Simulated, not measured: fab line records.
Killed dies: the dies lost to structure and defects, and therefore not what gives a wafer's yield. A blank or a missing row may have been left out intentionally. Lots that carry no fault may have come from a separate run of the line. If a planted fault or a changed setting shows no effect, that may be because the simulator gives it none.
The same fault as seen by 2 desks ; flow n5 finfet ; each desk holds nothing but its own numbers, with what lay behind them at the end

## METROLOGY DESK
What the gauges read, lot by lot, whatever tool the lot ran on: means of the sampled wafers that have a number. A lot is out of limits, marked OUT, if its mean lies more than 4 standard deviations from the usual mean; the brackets give that distance.
Columns: A = cd nm at N5_BEOL_M6_CD_MEAS_18, usual 40.1 nm
lot;first seen here;A
L857;day 8 04:58;40.1
L859;day 9 04:47;40.2
L863;day 10 03:10;40.2
L865;day 10 04:33;40.5
L864;day 10 10:14;40.2
L873;day 12 08:19;40.0
L874;day 12 21:38;40.8
L877;day 13 06:23;39.5
L876;day 13 06:29;40.5
L878;day 13 14:51;39.9
L879;day 13 22:23;40.3
Result from this desk: across the 11 lots, nothing is out of limits.

## FOR THE TOOL OWNER'S DESK: rie diel-04
The tool's own readings at N5_BEOL_M6_ETCH_62 (etches SOC in N2/H2, target depth 110 nm, overetch 22 nm, time 165 s): means of the sampled wafers that have a number, for each lot that ran on this tool. A lot is out of limits, marked OUT, if its mean lies more than 4 standard deviations from the usual mean; the brackets give that distance. 7 of its 8 readings are shown: the first one out of limits and those lying furthest out on some lot.
Columns: A = bias w at N5_BEOL_M6_ETCH_62, usual 150.0 W; B = drypump motor current A at N5_BEOL_M6_ETCH_62, usual 6.0 A; C = oes product au at N5_BEOL_M6_ETCH_62, usual 0.67 a.u.; D = rf fwd power W at N5_BEOL_M6_ETCH_62, usual 837.7 W; E = rf vpp V at N5_BEOL_M6_ETCH_62, usual 524.5 V; F = temp c at N5_BEOL_M6_ETCH_62, usual 40.01 C; G = throttle valve pct at N5_BEOL_M6_ETCH_62, usual 17.71 %
lot;first seen here;A;B;C;D;E;F;G
L859;day 9 04:05;150.1;6.0;0.67;837.5;523.9;39.99;17.53
L865;day 10 04:11;161.9 (+25) OUT;6.0;0.71;835.6;548.0 (+9.0) OUT;40.04;17.46
L864;day 10 09:52;161.4 (+24) OUT;6.0;0.65;835.7;547.9 (+9.0) OUT;40.04;17.54
L877;day 13 06:01;150.2;5.7;0.69;837.1;524.5;39.93;17.64
L878;day 13 13:58;149.9;6.0;0.66;838.1;526.3;39.97;17.71
L879;day 13 22:01;150.3;5.6;0.60;836.6;525.5;39.94;17.84
This desk finds L864, L865 out of limits, L865 being first, at day 10 04:11 (bias w at N5_BEOL_M6_ETCH_62). Within limits: L859, L877, L878, L879.

## BROUGHT TOGETHER
The tool owner's desk could have raised an alarm at day 10 04:11, on L864, L865.
The metrology desk saw nothing out of limits.
The metrology desk holds a record of L864, L865, inside its limits.
Every lot named ran N5_BEOL_M6_ETCH_62 on rie diel-04.

## WHAT WAS PUT IN BY THE SIMULATOR
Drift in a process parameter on rie diel-04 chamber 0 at N5_BEOL_M6_ETCH_62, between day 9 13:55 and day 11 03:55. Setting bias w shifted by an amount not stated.
Shown lots that were struck: L864, L865.
Each desk's first reading out of limits, in hours after the fault started: the tool owner's desk, 14.
